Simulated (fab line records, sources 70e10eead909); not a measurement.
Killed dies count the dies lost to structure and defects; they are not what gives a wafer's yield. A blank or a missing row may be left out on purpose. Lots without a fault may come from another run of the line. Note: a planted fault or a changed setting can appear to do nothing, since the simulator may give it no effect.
Matching of chambers | flow nandHarc | NHARC_A_STAIRCASE_TRIM_233 on rieDiel-07 has 4 sister chambers
The step chemistry O2, time 211.2 s. 8 wafers are shown with their chamber, then 7 later ones without.

## WAFERS, EACH WITH ITS CHAMBER
wafer  | chamber | drypumpMotorCurrentA (A) | showerheadPlenumPTorr (Torr)
L577.5 | 2       | 6.2                      | 3.46
L576.2 | 0       | 5.3                      | 3.61
L576.4 | 2       | 6.2                      | 3.45
L576.5 | 1       | 6.7                      | 3.51
L579.3 | 1       | 6.7                      | 3.51
L579.5 | 0       | 5.4                      | 3.61
L579.6 | 3       | 5.1                      | 3.55
L581.1 | 3       | 5.1                      | 3.54

## WAFERS MISSING THEIR CHAMBER
wafer  | drypumpMotorCurrentA (A) | showerheadPlenumPTorr (Torr)
L581.5 | 5.3                      | 3.61
L581.6 | 5.1                      | 3.55
L584.1 | 5.1                      | 3.54
L584.2 | 5.3                      | 3.60
L584.3 | 6.7                      | 3.50
L592.2 | 6.2                      | 3.44
L592.4 | 6.7                      | 3.49

## WHICH CHAMBER EACH ONE RAN IN
wafer  | from the rows above | in truth
L581.5 | 0                   | 0
L581.6 | 3                   | 3
L584.1 | 3                   | 3
L584.2 | 0                   | 0
L584.3 | 1                   | 1
L592.2 | 2                   | 2
L592.4 | 1                   | 1
Correctly placed: 7 of 7. Number that these rows cannot place: 0. Placed wrongly: 0.
How it was worked out, from the rows above alone: a wafer's distance from a chamber is the root of the sum, over the readings, of the square of ((its reading less the chamber's mean) divided by the reading's scatter). The wafer belongs to the nearest chamber; if the next one is less than 2 further off, it can't be placed. Each chamber's mean is taken over the wafers shown for it. The scatter: take each reading less its chamber's mean, square it, sum over the shown wafers, divide by the number of wafers less the number of chambers, and take the root.
